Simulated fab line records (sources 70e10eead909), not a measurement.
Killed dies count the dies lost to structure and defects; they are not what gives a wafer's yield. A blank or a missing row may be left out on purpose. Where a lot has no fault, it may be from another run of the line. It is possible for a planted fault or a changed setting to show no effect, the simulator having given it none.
A lot that was struck, set against a sound lot || flow nand_harc || 15 steps out of a route of 1159
Sound: wafers L644.3, L644.5, L644.6. Struck: wafer L643.6. (L643.1 of the same lot was not struck and is left out.) The cause comes at the end.
At each step with rows: each side's tool, then ch and its chambers, then its first start. Under that, the readings that differ: sound wafers || struck wafers || difference of the means || sigmas: that difference in standard deviations of wafers without a fault.
alike: words and numbers the same on both sides, and readings whose means are apart by under 2 such deviations; not compared: readings that were withheld, readings missing a value for some wafer, numbers with overlapping values and no deviation given by the record, and bounds like >300 which may hide the same value.
The two part at a step that has a row with sigmas, a row that says differs or no value, or rows on one side only. When numbers do not overlap yet have no deviation, they are printed without sigmas and do not part them. A reading missing from all wafers of one side parts the sides only when that side holds two or more wafers.

first, 6 steps without rows for these wafers: NHARC_P_CONTACT_COAT_06 (resist thk 90 nm); NHARC_P_CONTACT_SOFTBAKE_07 (time 55 s); NHARC_P_CONTACT_EBR_08; NHARC_P_CONTACT_EXPOSE_09 (exposes mask P CA, target cd 90 nm); NHARC_P_CONTACT_PEB_10 (peb time 65 s); NHARC_P_CONTACT_DEVELOP_11 (develop time 35 s).
NHARC_P_CONTACT_CD_MEAS_12: target cd 90 nm.
  sound on cd_sem-03 ch 0, day 8 18:51; struck on cd_sem-03 ch 0, day 7 23:48
  alike: cd_nm
NHARC_P_CONTACT_OVL_MEAS_13:
  sound on overlay-02 at day 8 18:56; struck on overlay-01 at day 7 23:53
  alike: overlay_x_nm, overlay_y_nm
NHARC_P_CONTACT_INSPECT_14:
  sound on defect_inspect-02 at day 8 18:58; struck on defect_inspect-01 at day 7 23:55
{"reading": "raw_defect_count", "sound": "9 9 7", "struck": 1, "difference": -7, "sigmas": -3}
NHARC_P_CONTACT_DESCUM_17: chemistry O2, time 3 s.
  sound on rie_diel-11 ch 1,2, day 8 19:02; struck on rie_diel-01 ch 3, day 7 23:59
  alike: drypump_motor_current_A, oes_product_au, rf_vpp_V, showerhead_plenum_p_Torr, throttle_valve_pct
  not compared: rf_hours_counter_h
NHARC_P_CONTACT_ETCH_35: etches the open film in CF4, target depth 39 nm, time 65 s.
  sound on rie_diel-11 ch 1,2, day 8 19:07; struck on rie_diel-01 ch 3, day 8 00:05
  alike: drypump_motor_current_A, oes_product_au, rf_vpp_V, run_length_s, showerhead_plenum_p_Torr, throttle_valve_pct
  not compared: rf_hours_counter_h
NHARC_P_CONTACT_ETCH_36: etches the open film in N2/H2, target depth 260 nm, time 406.25 s.
  sound on rie_diel-11 ch 1,2; struck on rie_diel-01 ch 0
  alike: drypump_motor_current_A, h2_flow_sccm, oes_product_au, rf_vpp_V, run_length_s, showerhead_plenum_p_Torr, throttle_valve_pct
  not compared: rf_hours_counter_h
NHARC_P_CONTACT_ETCH_18: etches the open film in C4F8/O2/Ar, target depth 481 nm, time 240.5 s.
  sound on rie_diel-11 ch 1,2,3, day 8 19:34; struck on rie_diel-01 ch 3, day 8 00:28
{"reading": "run_length_s (s)", "sound": "261.7 262.6 262.3", "struck": 205.3, "difference": -56.9, "sigmas": "-99 or more"}
  alike: oes_product_au, rf_vpp_V
  not compared: rf_hours_counter_h
then, 1 step without rows for these wafers: NHARC_P_CONTACT_STRIP_37 (strips in C4F8/O2/Ar).
-- break in the record here, with 14 days between the starts of the struck wafers on either side (left off in module P_CONTACT, picked up again in module END, where the first step shown is number 1159 on the route) --
NHARC_END_SORT_01:
  at this point the record logs the struck wafers (prober-01 ch 0, day 22 10:59) and has no rows for the sound ones

WHERE THEY PART
Last at NHARC_END_SORT_01 as far as this record goes, first at NHARC_P_CONTACT_INSPECT_14.

WHY: what the simulator had put in
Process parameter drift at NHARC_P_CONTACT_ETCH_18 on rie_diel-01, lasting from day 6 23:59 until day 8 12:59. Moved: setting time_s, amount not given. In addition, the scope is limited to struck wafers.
